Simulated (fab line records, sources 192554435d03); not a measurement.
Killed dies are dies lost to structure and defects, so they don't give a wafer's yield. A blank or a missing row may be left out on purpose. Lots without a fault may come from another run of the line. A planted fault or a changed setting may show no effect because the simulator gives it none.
Chamber matching | flow n5_finfet | N5_GATE_CUT_ETCH_37 on rie_diel-05: 4 sister chambers
The step etches SOC in N2/H2, target depth 60 nm, overetch 12 nm, time 90 s. 14 wafers are shown with their chamber, then 7 later ones without.

WAFERS WITH THEIR CHAMBER
wafer  | chamber | showerhead_plenum_p_Torr (Torr) | drypump_motor_current_A (A) | throttle_valve_pct (%)
L075.1 | 3       | 2.45                            | 5.5                         | 17.89
L075.2 | 0       | 2.52                            | 6.4                         | 18.12
L075.4 | 1       | 2.64                            | 5.0                         | 17.72
L076.1 | 2       | 2.42                            | 6.4                         | 18.11
L076.2 | 1       | 2.63                            | 5.0                         | 17.72
L076.4 | 3       | 2.45                            | 5.5                         | 17.92
L077.1 | 3       | 2.45                            | 5.5                         | 17.91
L077.5 | 1       | 2.63                            | 5.1                         | 17.73
L077.6 | 2       | 2.42                            | 6.3                         | 18.12
L078.1 | 1       | 2.63                            | 5.0                         | 17.75
L078.2 | 2       | 2.42                            | 6.4                         | 18.12
L078.3 | 3       | 2.45                            | 5.5                         | 17.92
L078.4 | 0       | 2.52                            | 6.4                         | 18.15
L078.5 | 2       | 2.42                            | 6.4                         | 18.12

SIGNATURES (means of the wafers above)
reading                  | chamber 0 | chamber 1 | chamber 2 | chamber 3 | scatter within a chamber
showerhead_plenum_p_Torr | 2.5200    | 2.6325    | 2.4200    | 2.4500    | 0.00274
drypump_motor_current_A  | 6.400     | 5.025     | 6.375     | 5.500     | 0.0387
throttle_valve_pct       | 18.1350   | 17.7300   | 18.1175   | 17.9100   | 0.0131
Rule: a wafer's distance from a chamber is the root of the sum, over the readings, of the square of ((its reading less the chamber's mean) divided by the reading's scatter). The wafer belongs to the nearest chamber; if the next one is less than 2 further off, it can't be placed. The scatter: the root of (the sum of the squares of (reading less its chamber's mean) over the shown wafers, divided by (wafers less chambers)).

WAFERS WITHOUT THEIR CHAMBER
wafer  | showerhead_plenum_p_Torr (Torr) | drypump_motor_current_A (A) | throttle_valve_pct (%)
L078.6 | 2.45                            | 5.5                         | 17.93
L081.1 | 2.45                            | 5.5                         | 17.95
L081.2 | 2.42                            | 6.4                         | 18.14
L081.6 | 2.45                            | 5.5                         | 17.95
L083.1 | 2.63                            | 5.0                         | 17.76
L083.3 | 2.51                            | 6.5                         | 18.17
L083.5 | 2.63                            | 5.0                         | 17.74

WHICH CHAMBER EACH WENT THROUGH
wafer  | from the rows above | in truth
L078.6 | 3                   | 3
L081.1 | 3                   | 3
L081.2 | 2                   | 2
L081.6 | 3                   | 3
L083.1 | 1                   | 1
L083.3 | 0                   | 0
L083.5 | 1                   | 1
Placed correctly: 7 of 7. Can't be placed from these rows: 0. Placed wrongly: 0.
